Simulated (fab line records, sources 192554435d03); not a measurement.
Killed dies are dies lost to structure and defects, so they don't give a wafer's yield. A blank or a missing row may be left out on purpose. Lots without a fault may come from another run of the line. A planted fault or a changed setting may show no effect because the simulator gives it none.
Split-lot experiment | flow n5_finfet | 7 lots, 18 wafers read, on a route of 1938 steps

THE SPLIT
At N5_BEOL_M2_SPUTTER_48 (material Cu, target thk 4.5 nm, time 8.29 s), the setting time_s was moved away from the recipe's 8.29 s on 2 of the 18 wafers read, by -11.2% to -10.5%. The other wafers ran this setting at the recipe's value.

The reading is taken at the split's own step.

THE READING
Cu_of_BEOL_M2_SPUTTER_48.thk_nm (the simulator's own value, which no gauge read), in nm, at N5_BEOL_M2_SPUTTER_48 (material Cu, target thk 4.5 nm, time 8.29 s). The file gives no usual value for it. The 16 wafers here that ran the recipe average 4.5 nm, standard deviation 0.093 nm.

wafer  | tool, chamber at the split | time_s as run, s | against the recipe | Cu_of_BEOL_M2_SPUTTER_48.thk_nm, nm | against lot-mates on the recipe
L075.4 | pvd_sputter-03, -          | 8.29             | recipe             | 4.6                                 | -
L075.5 | pvd_sputter-03, -          | 8.29             | recipe             | 4.6                                 | -
L078.1 | pvd_sputter-01, -          | 8.29             | recipe             | 4.6                                 | -
L078.2 | pvd_sputter-01, -          | 8.29             | recipe             | 4.6                                 | -
L078.4 | pvd_sputter-01, -          | 8.29             | recipe             | 4.4                                 | -
L084.3 | pvd_sputter-02, -          | 8.29             | recipe             | 4.4                                 | -
L085.2 | pvd_sputter-02, -          | 8.29             | recipe             | 4.4                                 | -
L085.4 | pvd_sputter-02, -          | 8.29             | recipe             | 4.4                                 | -
L085.6 | pvd_sputter-02, -          | 8.29             | recipe             | 4.4                                 | -
L089.1 | pvd_sputter-02, -          | 7.364            | -11.2%             | 3.8                                 | -0.6
L089.4 | pvd_sputter-02, -          | 8.29             | recipe             | 4.4                                 | -
L089.5 | pvd_sputter-02, -          | 8.29             | recipe             | 4.4                                 | -
L096.1 | pvd_sputter-01, -          | 8.29             | recipe             | 4.4                                 | -
L096.2 | pvd_sputter-01, -          | 8.29             | recipe             | 4.4                                 | -
L096.3 | pvd_sputter-01, -          | 7.419            | -10.5%             | 4                                   | -0.4
L097.2 | pvd_sputter-02, -          | 8.29             | recipe             | 4.6                                 | -
L097.4 | pvd_sputter-02, -          | 8.29             | recipe             | 4.4                                 | -
L097.6 | pvd_sputter-02, -          | 8.29             | recipe             | 4.4                                 | -

THE FIT
A straight line over all 18 wafers: Cu_of_BEOL_M2_SPUTTER_48.thk_nm changes by +0.0522 nm for each +1% of time_s; r = +0.89; the points scatter about the line by 0.097 nm.
The same after taking each lot's own level away (the mean of its wafers on the recipe; 18 wafers): +0.0464 nm for each +1%; r = +0.93; scatter 0.065 nm.
On that fit, the largest move of time_s shifts the reading by 0.52 nm.
The lots' own levels span 4.40 to 4.60 nm, that is 2.2 times the standard deviation above.
So the lot-to-lot level changes the slope: the two fits differ.
Check: with one of the wafers moved furthest among these (-11.2%) left out of the fit, the line predicts -0.425 nm for it against its lot-mates. It came out at -0.6 nm against them.

THE FILE'S OWN FIT
Cu_of_BEOL_M2_SPUTTER_48.thk_nm changes by +0.0464 nm for each +1% of time_s, r = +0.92.
